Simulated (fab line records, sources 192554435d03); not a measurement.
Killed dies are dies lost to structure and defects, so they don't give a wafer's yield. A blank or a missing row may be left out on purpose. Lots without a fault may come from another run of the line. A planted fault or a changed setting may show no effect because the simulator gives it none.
fab line records | flow n5_finfet
record lots=11 wafers=33 last_day=18
route steps=1938 shown BEOL_M0@739 BEOL_M1@754 BEOL_M4@1111 PASSIVATION@1936
lots that met no fault: from a run of the same line without faults
start_h: hours from the record's first day to the start of the lot's first wafer shown | wait_h: hours since the lot's step before | " the same as in the row above | L1.1+2: a row that stands for several wafers | - no value, or no start given | * or withheld: withheld | < > ~ a bound
route shown NAME@n: a module of which the file shows steps, and the number in the route of the first | usual: mean/standard deviation of fault-free wafers | same: alike in all rows | chamber/n: place in a boat | sites: the reading at each site | _std_site: their standard deviation | _edge_site: outer sites' mean less inner sites' | radius_mm: how far each site lies from the wafer's centre | mask NAME#n: copy n | behind: the tool/chamber that last shaped the wafer | hold: why the lot was held/for how many hours/how that ended | device: the transistor (n, p or np) that didn't switch | end of line: the same wafers' tests at the end of the route | a step without rows: its recipe alone | killed: dies lost to structure and defects at the first sort, not the wafer's yield | map: a wafer's dies, x killed, . not, _ none there
set.NAME: the setting as run; set.NAME@STEP: as run at that earlier step | model.NAME: the simulator's own value behind a step, which no gauge read
steps of the route over a sample of lots; a table a step, a row a wafer
services: from which hour (start_h, from the record's first day; less than 0 if before it) a tool's chamber was out of use, for how many hours, and why
## steps
# step N5_BEOL_M0_ANNEAL_135
# recipe temp_c=400 time_s=60 ambient=vacuum
# usual heater_power_w=786/81
# columns lot.wafer tool chamber start_h wait_h heater_power_w
L886.1 pvd_sputter-01 - 130.79 0.0 870
L886.3 " - " " 696
L886.5 " - " " 713
L889.2 pvd_sputter-02 - 146.46 0.0 885
L889.5 " - " " 818
L889.6 " - " " 750
L890.2 pvd_sputter-03 - 164.40 0.0 728
L890.3 " - " " 816
L890.6 " - " " 709
L897.2 pvd_sputter-01 - 206.81 0.0 895
L897.3 " - " " 721
L897.5 " - " " 859
L900.1 pvd_sputter-02 - 227.61 0.0 768
L900.3 " - " " 882
L900.4 " - " " 1022
L901.1 pvd_sputter-02 - 228.05 0.0 839
L901.2 " - " " 766
L901.5 " - " " 754
L902.1 pvd_sputter-02 - 232.35 0.0 835
L902.2 " - " " 899
L902.3 " - " " 754
L903.1 pvd_sputter-03 - 240.50 0.0 731
L903.4 " - " " 756
L903.5 " - " " 697
L904.2 pvd_sputter-03 - 240.98 0.0 708
L904.4 " - " " 692
L904.5 " - " " 794
L906.2 pvd_sputter-02 - 256.99 0.0 864
L906.3 " - " " 1046
L906.6 " - " " 765
L907.1 pvd_sputter-03 - 267.86 0.0 716
L907.5 " - " " 715
L907.6 " - " " 719
# step N5_BEOL_M0_INSPECT_127
# recipe inspect_instrument=darkfield mode=post_dep
# usual raw_defect_count=71/25
# columns lot.wafer tool chamber start_h wait_h raw_defect_count
L886.1 defect_inspect-02 - 131.91 0.0 115
L886.3 " - " " 153
L886.5 " - " " 140
L889.2 defect_inspect-02 - 147.91 0.0 52
L889.5 " - " " 61
L889.6 " - " " 50
L890.2 defect_inspect-01 - 165.51 0.0 110
L890.3 " - " " 44
L890.6 " - " " 60
L897.2 defect_inspect-01 - 207.95 0.0 52
L897.3 " - " " 113
L897.5 " - " " 131
L900.1 defect_inspect-01 - 228.72 0.0 62
L900.3 " - " " 75
L900.4 " - " " 75
L901.1 defect_inspect-02 - 229.19 0.0 36
L901.2 " - " " 58
L901.5 " - " " 53
L902.1 defect_inspect-02 - 233.46 0.0 69
L902.2 " - " " 98
L902.3 " - " " 41
L903.1 defect_inspect-01 - 241.61 0.0 49
L903.4 " - " " 77
L903.5 " - " " 46
L904.2 defect_inspect-01 - 242.09 0.0 76
L904.4 " - " " 83
L904.5 " - " " 86
L906.2 defect_inspect-02 - 258.12 0.0 87
L906.3 " - " " 107
L906.6 " - " " 74
L907.1 defect_inspect-02 - 268.99 0.0 62
L907.5 " - " " 63
L907.6 " - " " 41
# step N5_BEOL_M1_HM_DEP_02
# recipe material=TiN target_thk_a=200 temp_c=25 chamber_pressure_pa=0.49996
# usual chamber_pressure_pa=0.5002/0.001 throttle_valve_pct=30.2/1
# columns lot.wafer tool chamber start_h wait_h chamber_pressure_pa throttle_valve_pct
L886.1 pvd_sputter-03 - 132.91 0.8 0.4999 31.9
L886.3 " - " " 0.5007 29.2
L886.5 " - " " 0.5015 29.3
L889.2 pvd_sputter-02 - 149.46 1.4 0.5003 29.2
L889.5 " - " " 0.4983 28.7
L889.6 " - " " 0.4994 29.6
L890.2 pvd_sputter-01 - 168.47 2.8 0.4980 31.9
L890.3 " - " " 0.5004 30.4
L890.6 " - " " 0.5012 30.8
L897.2 pvd_sputter-01 - 208.53 0.4 0.5003 30.7
L897.3 " - " " 0.5001 30.7
L897.5 " - " " 0.5014 31.1
L900.1 pvd_sputter-01 - 229.69 0.8 0.5006 29.9
L900.3 " - " " 0.4994 31.8
L900.4 " - " " 0.5002 30.8
L901.1 pvd_sputter-02 - 232.47 3.1 0.4997 29.0
L901.2 " - " " 0.5014 28.5
L901.5 " - " " 0.4996 28.8
L902.1 pvd_sputter-02 - 234.25 0.6 0.4998 29.6
L902.2 " - " " 0.5025 29.6
L902.3 " - " " 0.4995 29.2
L903.1 pvd_sputter-01 - 242.50 0.7 0.4984 31.4
L903.4 " - " " 0.5008 30.9
L903.5 " - " " 0.4990 31.8
L904.2 pvd_sputter-01 - 242.78 0.5 0.4997 31.4
L904.4 " - " " 0.4998 29.9
L904.5 " - " " 0.4998 30.8
L906.2 pvd_sputter-03 - 260.33 2.1 0.5014 30.4
L906.3 " - " " 0.5019 29.4
L906.6 " - " " 0.5003 29.2
L907.1 pvd_sputter-03 - 269.44 0.3 0.4998 31.9
L907.5 " - " " 0.4989 32.1
L907.6 " - " " 0.5010 29.2
# step N5_BEOL_M1_COAT_05
# recipe resist=CAR-EUV spin_rpm=1500 resist_thk_nm=30
# usual spin_speed_rpm=1500.0/0.92
# columns lot.wafer tool chamber start_h wait_h spin_speed_rpm
L886.1 litho_track-01 0 133.04 - 1500.5
L886.3 " 0 " " 1501.6
L886.5 " 0 " " 1501.5
L889.2 litho_track-01 0 149.59 - 1418.9
L889.5 " 0 " " 1416.2
L889.6 " 0 " " 1417.4
L890.2 litho_track-01 0 168.61 - 1418.6
L890.3 " 0 " " 1418.2
L890.6 " 0 " " 1417.7
L897.2 litho_track-03 0 208.68 - 1499.3
L897.3 " 0 " " 1499.9
L897.5 " 0 " " 1499.0
L900.1 litho_track-01 0 229.82 - 1500.2
L900.3 " 0 " " 1500.3
L900.4 " 0 " " 1501.5
L901.1 litho_track-01 0 232.60 - 1499.5
L901.2 " 0 " " 1500.7
L901.5 " 0 " " 1500.4
L902.1 litho_track-03 0 234.40 - 1499.0
L902.2 " 0 " " 1500.4
L902.3 " 0 " " 1499.6
L903.1 litho_track-01 0 242.64 - 1497.4
L903.4 " 0 " " 1499.0
L903.5 " 0 " " 1498.2
L904.2 litho_track-01 0 242.92 - 1501.4
L904.4 " 0 " " 1499.4
L904.5 " 0 " " 1500.0
L906.2 litho_track-03 0 260.46 - 1500.6
L906.3 " 0 " " 1500.8
L906.6 " 0 " " 1500.7
L907.1 litho_track-03 0 269.58 - 1498.4
L907.5 " 0 " " 1499.4
L907.6 " 0 " " 1499.3
# step N5_BEOL_M4_RC_MEAS_101
# usual DIBL_N=36.2/1.6 DIBL_P=36.1/2 IOFF_N=0.16/0.032 IOFF_P=0.22/0.036 ION_N=672/11 ION_P=463/7.5 SS_N=71.4/0.58 SS_P=73.2/0.67 VT_N=250/3.3 VT_P=-250/3.3
# columns lot.wafer tool chamber start_h wait_h DIBL_N[mV/V] DIBL_P[mV/V] IOFF_N[nA/um] IOFF_P[nA/um] ION_N[uA/um] ION_P[uA/um] SS_N[mV/dec] SS_P[mV/dec] VT_N[mV] VT_P[mV]
L886.1 prober-02 0 179.65 0.0 35.8 36.9 0.15 0.22 678 470 71.6 73.6 248 -250
L886.3 " 0 " " 35.9 35.7 0.15 0.19 664 457 71.4 72.8 249 -252
L886.5 " 0 " " 38.0 39.7 0.19 0.27 675 469 72.2 74.3 249 -249
L889.2 prober-01 0 200.53 0.2 37.3 36.4 0.17 0.23 673 467 71.5 73.2 250 -247
L889.5 " 0 " " 36.5 34.5 0.17 0.20 678 459 71.8 72.7 247 -249
L889.6 " 0 " " 34.3 33.2 0.13 0.18 668 457 70.1 72.1 249 -250
L890.2 prober-02 0 217.83 0.2 36.2 36.8 0.15 0.20 654 455 72.1 73.0 252 -251
L890.3 " 0 " " 35.3 34.3 0.12 0.17 665 461 71.8 72.3 255 -253
L890.6 " 0 " " 37.4 39.0 0.18 0.23 671 458 71.7 74.2 248 -250
L897.2 prober-02 0 253.70 0.2 37.5 39.2 0.22 0.26 680 463 71.8 74.1 243 -250
L897.3 " 0 " " 39.5 41.9 0.26 0.31 693 475 73.1 74.5 243 -246
L897.5 " 0 " " 37.5 39.3 0.20 0.25 690 472 71.6 74.0 245 -250
L901.1 prober-02 0 273.13 0.0 34.6 34.6 0.12 0.18 661 458 71.6 72.5 254 -253
L901.2 " 0 " " 35.1 35.6 0.13 0.19 667 461 71.1 72.6 254 -250
L901.5 " 0 " " 36.8 38.2 0.15 0.23 679 470 72.1 73.9 251 -250
L900.1 prober-02 0 276.46 0.0 34.2 33.8 0.13 0.18 647 455 70.6 72.7 253 -253
L900.3 " 0 " " 33.3 32.6 0.13 0.17 657 459 70.6 72.4 251 -251
L900.4 " 0 " " 36.3 36.6 0.17 0.23 665 457 72.2 73.4 248 -250
L902.1 prober-02 0 286.14 0.0 34.9 35.6 0.14 0.23 668 463 71.3 73.1 253 -246
L902.2 " 0 " " 32.7 32.1 0.12 0.18 677 467 70.6 72.5 251 -248
L902.3 " 0 " " 37.0 37.2 0.19 0.27 681 472 71.7 73.3 245 -244
L904.2 prober-02 0 305.23 0.2 40.5 38.1 0.21 0.27 666 462 71.8 73.7 246 -247
L904.4 " 0 " " 37.6 34.2 0.15 0.20 660 462 71.4 72.6 250 -250
L904.5 " 0 " " 38.3 34.9 0.16 0.20 653 457 71.7 72.8 251 -250
L903.1 prober-02 0 317.33 0.0 35.7 34.4 0.15 0.18 675 458 71.3 73.4 250 -255
L903.4 " 0 " " 35.1 34.1 0.15 0.17 665 449 71.9 73.3 252 -251
L903.5 " 0 " " 36.1 35.5 0.16 0.19 679 455 71.9 73.0 249 -251
L906.2 prober-02 0 323.01 0.2 33.9 34.4 0.12 0.17 661 464 70.6 71.7 254 -253
L906.3 " 0 " " 35.4 37.0 0.14 0.20 679 466 70.3 72.9 253 -249
L906.6 " 0 " " 34.7 36.1 0.13 0.19 669 466 70.5 72.2 254 -252
L907.1 prober-02 0 339.85 0.0 38.7 39.5 0.20 0.25 694 469 72.4 73.6 244 -246
L907.5 " 0 " " 36.5 37.2 0.16 0.22 679 470 72.2 73.4 250 -247
L907.6 " 0 " " 34.7 35.7 0.13 0.20 661 465 71.4 72.2 252 -252
# step N5_PASSIVATION_PROBE_49
# usual defect_limited_yield=91.4/1.3 killed_at_M0_to_M3=34/10 killed_at_M4_up=14/5.6 killed_at_contacts=13/5.9 killed_at_front_end=37/9.9 killed_at_other=3.5/2.8 killed_dies=101/15 killed_open=67/12 killed_short=32/6.6 sort_bin_5_function=5.0/0.81 sort_bin_6_memory=3.2/0.66 sort_n_pass=1079/15 sort_yield_pct=91.4/1.3
# same gross_dies=1180 killed_at_back_side=0 sort_bin_4_leakage[%]=0 sort_bin_8_speed[%]=0
# columns lot.wafer tool chamber start_h wait_h defect_limited_yield[%] killed_at_M0_to_M3 killed_at_M4_up killed_at_contacts killed_at_front_end killed_at_other killed_dies killed_open killed_short sort_bin_5_function[%] sort_bin_6_memory[%] sort_n_pass sort_yield_pct[%]
L900.4 prober-01 - 376.72 0.2 89.8 53 10 15 42 0 120 84 36 5.8 3.9 1060 89.8
# killed by level:class
L900.4 MOL_CONTACT_COAG:geometric_particle:open=14 BEOL_M0_SAQP:geometric_particle:short=14 BEOL_M0_SAQP:geometric_particle:open=13 STI_FIN_REVEAL:geometric_particle:open=12 FIN_SAQP:geometric_particle:open=7 BEOL_M1:geometric_particle:open=7 GATE_CUT:geometric_particle:short=6 BEOL_M2:geometric_particle:open=6
## services
# columns tool chamber start_h hours kind
pvd_sputter-02 - 157.68 14.3 repair
pvd_sputter-02 - 207.32 1.6 repair
## key
first_sign step=N5_BEOL_M1_COAT_05 reading=spin_speed_rpm direction=down sigmas=90 usual=* struck=*
effect none on later readings
met_at N5_BEOL_M1_COAT_05
struck_lots L889,L890
not_acting_at N5_BEOL_M0_ANNEAL_135,N5_BEOL_M0_INSPECT_127,N5_BEOL_M1_HM_DEP_02
onset_between 133.04 149.59
fault kind=process_parameter_drift tool=litho_track-01 chamber=- onset_h=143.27 steps=N5_BEOL_M1_COAT_05 channel=spin_rpm offset=* shape=step end_h=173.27 acts_in=* stated=*
